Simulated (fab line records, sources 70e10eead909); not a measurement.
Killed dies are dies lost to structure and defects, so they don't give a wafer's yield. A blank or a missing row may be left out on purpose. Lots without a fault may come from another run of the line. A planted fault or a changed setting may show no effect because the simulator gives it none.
Problem report in the 8D (eight disciplines) form, filled by code | flow nand_harc | the parts of the form that need people (team, actions taken, sign-off) are left out

1. THE PROBLEM
killed_at_periphery at NHARC_END_SORT_01 reads a mean of 624.8 on 6 wafers of 2 lots; wafers without a fault read 3.9 with a standard deviation of 2.8. That is +99 or more standard deviations from the usual mean.
First seen on wafer L297.1, day 25 15:37, on prober-02. The record holds 6 wafers of 2 lots with a number at this step. Rule for "out", or "out of limits": more than 4 standard deviations from the usual mean. The other wafers with a number count as sound.

2. WHAT IT IS AND WHAT IT IS NOT
question                    | is                               | is not
which readings at this step | killed_at_periphery, killed_dies | killed_at_array, killed_at_other, killed_open, killed_short
which lots                  | L296, L297                       | -
which wafers of those lots  | all that have a number           | -
read on which gauges        | prober-02                        | -
when                        | from day 25 15:37                | up to then (0 sound wafers)

3. SUSPECTS, AND WHAT RULES EACH OUT
Counting: a tool at a process step up to the reading stays a suspect if it ran every lot that is out and no sound lot after the first of them.
- the gauge at NHARC_END_SORT_01: kept. All the wafers that are out were read on prober-02, and no step on other tools shows them out.
- implanter-01 at NHARC_P_ZERO_WELL_IMPLANT_60: kept. It ran every lot that is out, first L296 (day 3 16:52), and no sound lot after that.
Left after counting: implanter-01 at NHARC_P_ZERO_WELL_IMPLANT_60, prober-02 at NHARC_END_SORT_01.

4. THE CAUSE (what the simulator had put in)
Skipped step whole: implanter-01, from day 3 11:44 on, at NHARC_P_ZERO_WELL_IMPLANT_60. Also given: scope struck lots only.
Counting left 2 suspects, and this tool is among them.

5. THE CHAIN OF EFFECTS, in route order
Each row: a reading whose mean over the struck wafers that have a number lies more than 3 standard deviations from the usual. Only readings for which the record gives a usual standard deviation are gone through. hours: the time from each lot's start at the first step in this table that gives one to its start at this step, as a median over the lots. sigmas: the change in usual standard deviations.
hours | step              | reading             | usual | on struck wafers | change | sigmas
0     | NHARC_END_SORT_01 | killed_at_periphery | 3.9   | 624.8            | +620.9 | +99 or more
0     | NHARC_END_SORT_01 | killed_dies         | 59    | 677              | +618   | +48
Readings that are blank on the struck wafers while sound wafers have them: beam_energy_keV at NHARC_P_ZERO_WELL_IMPLANT_60; beam_on_s at NHARC_P_ZERO_WELL_IMPLANT_60; end_station_pressure_torr at NHARC_P_ZERO_WELL_IMPLANT_60.

6. WHAT WOULD HAVE CAUGHT IT SOONER
In this record the first reading out of limits at a measuring or inspecting step was taken at day 25 15:37, 532 hours after the fault began at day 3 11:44.
At NHARC_P_ZERO_WELL_IMPLANT_60 the tool's readings are blank on the struck wafers, where sound wafers have them: an empty tool record is the first sign, and it was there at once.
All the lots that are out (2) had begun NHARC_P_ZERO_WELL_IMPLANT_60 on implanter-01 by day 25 15:37. A hold on the tool at that time would have spared none of them.
